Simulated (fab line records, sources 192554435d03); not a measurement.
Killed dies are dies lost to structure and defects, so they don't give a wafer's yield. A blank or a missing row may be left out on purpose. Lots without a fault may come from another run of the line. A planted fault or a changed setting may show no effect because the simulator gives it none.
fab line records | flow n5_finfet
record lots=7 wafers=21
route steps=1938 shown PASSIVATION@1930
start_h: hours from the record's first day to the start of the lot's first wafer shown | wait_h: hours since the lot's step before | " the same as in the row above | L1.1+2: a row that stands for several wafers | - no value, or no start given | * or withheld: withheld | < > ~ a bound
route shown NAME@n: a module of which the file shows steps, and the number in the route of the first | usual: mean/standard deviation of fault-free wafers | same: alike in all rows | chamber/n: place in a boat | sites: the reading at each site | _std_site: their standard deviation | _edge_site: outer sites' mean less inner sites' | radius_mm: how far each site lies from the wafer's centre | mask NAME#n: copy n | behind: the tool/chamber that last shaped the wafer | hold: why the lot was held/for how many hours/how that ended | device: the transistor (n, p or np) that didn't switch | end of line: the same wafers' tests at the end of the route | a step without rows: its recipe alone | killed: dies lost to structure and defects at the first sort, not the wafer's yield | map: a wafer's dies, x killed, . not, _ none there
set.NAME: the setting as run; set.NAME@STEP: as run at that earlier step | model.NAME: the simulator's own value behind a step, which no gauge read
lots whose settings were changed on purpose; a table a step, a row a wafer
## steps
# step N5_PASSIVATION_ETCH_54
# recipe chemistry=CHF3/O2 target=SiO2 target_depth_a=8800 CHF3_flow_sccm=50 O2_flow_sccm=5 Ar_flow_sccm=200 time_s=440 mask_material=PR pressure_mtorr=30 source_w=650 bias_w=170 ion_energy_ev=200
# columns lot.wafer tool chamber start_h wait_h set.source_w model.PASSIVATION.feature_depth_nm model.etch.depth_nm
L075.2 rie_diel-02 2 254.07 0.1 650 852.6 852.6
L075.3 " 0 " " 606.8 850.2 850.2
L075.5 " 2 " " 606.8 826.6 826.6
L074.3 rie_diel-06 3 254.42 0.1 603.3 843.4 843.5
L074.4 " 1 " " 603.3 851 851
L074.6 " 2 " " 603.3 827 827
L086.2 rie_diel-02 3 328.35 0.1 650 880.4 880.5
L086.5 " 1 " " 650 903.8 903.8
L086.6 " 0 " " 583.1 843.8 843.8
L088.1 rie_diel-05 2 349.29 0.1 752.3 916.2 916.2
L088.3 " 3 " " 650 865.8 865.9
L088.5 " 2 " " 752.3 915.6 915.5
L089.1 rie_diel-05 1 352.90 0.1 650 872.4 872.4
L089.3 " 3 " " 650 865.2 865.1
L089.4 " 1 " " 650 879.4 879.4
L092.1 rie_diel-02 3 372.69 0.1 650 875.8 875.7
L092.4 " 0 " " 650 867.2 867.3
L092.6 " 3 " " 650 886.8 886.8
L097.1 rie_diel-06 0 404.40 0.1 550.6 795.2 795.2
L097.3 " 3 " " 650 870.2 870.1
L097.4 " 2 " " 650 841.2 841.1
## key
split step=N5_PASSIVATION_ETCH_54 setting=source_w stated=650 by=wafer
response step=N5_PASSIVATION_ETCH_54 reading=model.PASSIVATION.feature_depth_nm change=+3.65 per=1% r=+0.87
response step=N5_PASSIVATION_ETCH_54 reading=model.etch.depth_nm change=+3.65 per=1% r=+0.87
